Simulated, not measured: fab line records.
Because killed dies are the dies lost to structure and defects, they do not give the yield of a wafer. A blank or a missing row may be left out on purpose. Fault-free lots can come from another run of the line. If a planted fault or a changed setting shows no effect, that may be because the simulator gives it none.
Check for tools in common :: flow n5_finfet :: 8 lots, 24 wafers sampled

## WHY THIS WAS OPENED
Flagged at N5_SD_EPI_P_INSPECT_26: reading raw_defect_count, on 2 of 8 lots. No-fault wafers: 161, standard deviation 29.
Rule: flag the lot when none of its wafers has a number, or when each of its wafers that has one lies beyond 4 standard deviations from that mean. The rest of the lots are taken to be sound.

lot: L612
measured: day 3 16:28
on: defect_inspect-02
raw_defect_count, wafer by wafer: 147 132 135
flag: 

lot: L616
measured: day 4 15:57
on: defect_inspect-02
raw_defect_count, wafer by wafer: 123 195 156
flag: 

lot: L620
measured: day 5 16:22
on: defect_inspect-02
raw_defect_count, wafer by wafer: 160 153 129
flag: 

lot: L627
measured: day 7 13:04
on: defect_inspect-02
raw_defect_count, wafer by wafer: 448 427 460
flag: FLAGGED

lot: L628
measured: day 7 14:40
on: defect_inspect-02
raw_defect_count, wafer by wafer: 131 125 97
flag: 

lot: L629
measured: day 7 22:52
on: defect_inspect-01
raw_defect_count, wafer by wafer: 427 431 409
flag: FLAGGED

lot: L634
measured: day 9 02:30
on: defect_inspect-02
raw_defect_count, wafer by wafer: 169 135 168
flag: 

lot: L633
measured: day 9 06:00
on: defect_inspect-01
raw_defect_count, wafer by wafer: 175 190 173
flag: 
Average over the flagged lots: 434; offset from the usual +273, equal to +9 standard deviations.

## LOT BY LOT: THE TOOL USED
3 process steps preceding the reading are held in the record, out of 1938 steps in the route. Cell contents, in order: the tool; ch with the chambers the sampled wafers went through; the start.
lot: L612
flag: 
N5_SD_EPI_P_ETCH_36: rie_diel-06 ch 0,3, day 3 12:47
N5_SD_EPI_P_ETCH_37: rie_diel-06 ch 0,3, day 3 12:50
N5_SD_EPI_P_ETCHBACK_46: rie_diel-06 ch 0,3, day 3 13:10

lot: L616
flag: 
N5_SD_EPI_P_ETCH_36: rie_diel-06 ch 0,1, day 4 12:16
N5_SD_EPI_P_ETCH_37: rie_diel-06 ch 0,1, day 4 12:19
N5_SD_EPI_P_ETCHBACK_46: rie_diel-06 ch 0,1, day 4 12:38

lot: L620
flag: 
N5_SD_EPI_P_ETCH_36: rie_diel-03 ch 0,1,2, day 5 12:41
N5_SD_EPI_P_ETCH_37: rie_diel-03 ch 0,1,2, day 5 12:44
N5_SD_EPI_P_ETCHBACK_46: rie_diel-03 ch 0,1,2, day 5 13:04

lot: L627
flag: FLAGGED
N5_SD_EPI_P_ETCH_36: rie_diel-06 ch 0,1,2, day 7 08:33
N5_SD_EPI_P_ETCH_37: rie_diel-06 ch 0,1,2, day 7 08:36
N5_SD_EPI_P_ETCHBACK_46: rie_diel-06 ch 0,1,2, day 7 08:56

lot: L628
flag: 
N5_SD_EPI_P_ETCH_36: rie_diel-03 ch 1,3, day 7 10:58
N5_SD_EPI_P_ETCH_37: rie_diel-03 ch 1,3, day 7 11:01
N5_SD_EPI_P_ETCHBACK_46: rie_diel-03 ch 1,3, day 7 11:21

lot: L629
flag: FLAGGED
N5_SD_EPI_P_ETCH_36: rie_diel-06 ch 0,1, day 7 18:20
N5_SD_EPI_P_ETCH_37: rie_diel-06 ch 0,1, day 7 18:23
N5_SD_EPI_P_ETCHBACK_46: rie_diel-06 ch 0,1, day 7 18:43

lot: L634
flag: 
N5_SD_EPI_P_ETCH_36: rie_diel-04 ch 2,3, day 8 22:28
N5_SD_EPI_P_ETCH_37: rie_diel-04 ch 2,3, day 8 22:31
N5_SD_EPI_P_ETCHBACK_46: rie_diel-04 ch 2,3, day 8 22:50

lot: L633
flag: 
N5_SD_EPI_P_ETCH_36: rie_diel-03 ch 0,2,3, day 9 02:18
N5_SD_EPI_P_ETCH_37: rie_diel-03 ch 0,2,3, day 9 02:21
N5_SD_EPI_P_ETCHBACK_46: rie_diel-03 ch 0,2,3, day 9 02:41
What is done by these steps:
- N5_SD_EPI_P_ETCH_36: etches SiARC in CF4, target depth 45.5 nm, time 75.8 s.
- N5_SD_EPI_P_ETCH_37: etches SOC in N2/H2, overetch 108 nm, time 486 s.
- N5_SD_EPI_P_ETCHBACK_46: etches SiNx in CH3F/O2, stops on SiO2, target depth 17.5 nm.
- N5_SD_EPI_P_INSPECT_26: inspects for defects (darkfield).

## FLAGGED AGAINST TOTAL, ONE TOOL AT A TIME (gauges that did the reading follow at the end)
step: N5_SD_EPI_P_ETCH_36
tool: rie_diel-03
lots run: 3
flagged: 0
share of the flagged lots: none
sound lots run after its first flagged lot: -

step: N5_SD_EPI_P_ETCH_36
tool: rie_diel-04
lots run: 1
flagged: 0
share of the flagged lots: none
sound lots run after its first flagged lot: -

step: N5_SD_EPI_P_ETCH_36
tool: rie_diel-06
lots run: 4
flagged: 2
share of the flagged lots: all
sound lots run after its first flagged lot: 0

step: N5_SD_EPI_P_ETCH_37
tool: rie_diel-03
lots run: 3
flagged: 0
share of the flagged lots: none
sound lots run after its first flagged lot: -

step: N5_SD_EPI_P_ETCH_37
tool: rie_diel-04
lots run: 1
flagged: 0
share of the flagged lots: none
sound lots run after its first flagged lot: -

step: N5_SD_EPI_P_ETCH_37
tool: rie_diel-06
lots run: 4
flagged: 2
share of the flagged lots: all
sound lots run after its first flagged lot: 0

step: N5_SD_EPI_P_ETCHBACK_46
tool: rie_diel-03
lots run: 3
flagged: 0
share of the flagged lots: none
sound lots run after its first flagged lot: -

step: N5_SD_EPI_P_ETCHBACK_46
tool: rie_diel-04
lots run: 1
flagged: 0
share of the flagged lots: none
sound lots run after its first flagged lot: -

step: N5_SD_EPI_P_ETCHBACK_46
tool: rie_diel-06
lots run: 4
flagged: 2
share of the flagged lots: all
sound lots run after its first flagged lot: 0

step: N5_SD_EPI_P_INSPECT_26
tool: defect_inspect-01
lots run: 2
flagged: 1
share of the flagged lots: some
sound lots run after its first flagged lot: 1 (L633)

step: N5_SD_EPI_P_INSPECT_26
tool: defect_inspect-02
lots run: 6
flagged: 1
share of the flagged lots: some
sound lots run after its first flagged lot: 2 (L628,L634)

## WHAT THE TABLE PERMITS
3 rows of the table ran every flagged lot: rie_diel-06 at N5_SD_EPI_P_ETCH_36, rie_diel-06 at N5_SD_EPI_P_ETCH_37, rie_diel-06 at N5_SD_EPI_P_ETCHBACK_46.
- rie_diel-06 at N5_SD_EPI_P_ETCH_36 ran 4 lots, 2 of them flagged. Its last sound lot is L616 (day 4 12:16), its first flagged lot L627 (day 7 08:33): a fault that began between those two fits.
- rie_diel-06 at N5_SD_EPI_P_ETCH_37 ran 4 lots, 2 of them flagged. Its last sound lot is L616 (day 4 12:19), its first flagged lot L627 (day 7 08:36): a fault that began between those two fits.
- rie_diel-06 at N5_SD_EPI_P_ETCHBACK_46 ran 4 lots, 2 of them flagged. Its last sound lot is L616 (day 4 12:38), its first flagged lot L627 (day 7 08:56): a fault that began between those two fits.
What remains is a single tool, rie_diel-06 at N5_SD_EPI_P_ETCH_36 and N5_SD_EPI_P_ETCH_37 and N5_SD_EPI_P_ETCHBACK_46.

## WHAT THE SIMULATOR HAD INSERTED
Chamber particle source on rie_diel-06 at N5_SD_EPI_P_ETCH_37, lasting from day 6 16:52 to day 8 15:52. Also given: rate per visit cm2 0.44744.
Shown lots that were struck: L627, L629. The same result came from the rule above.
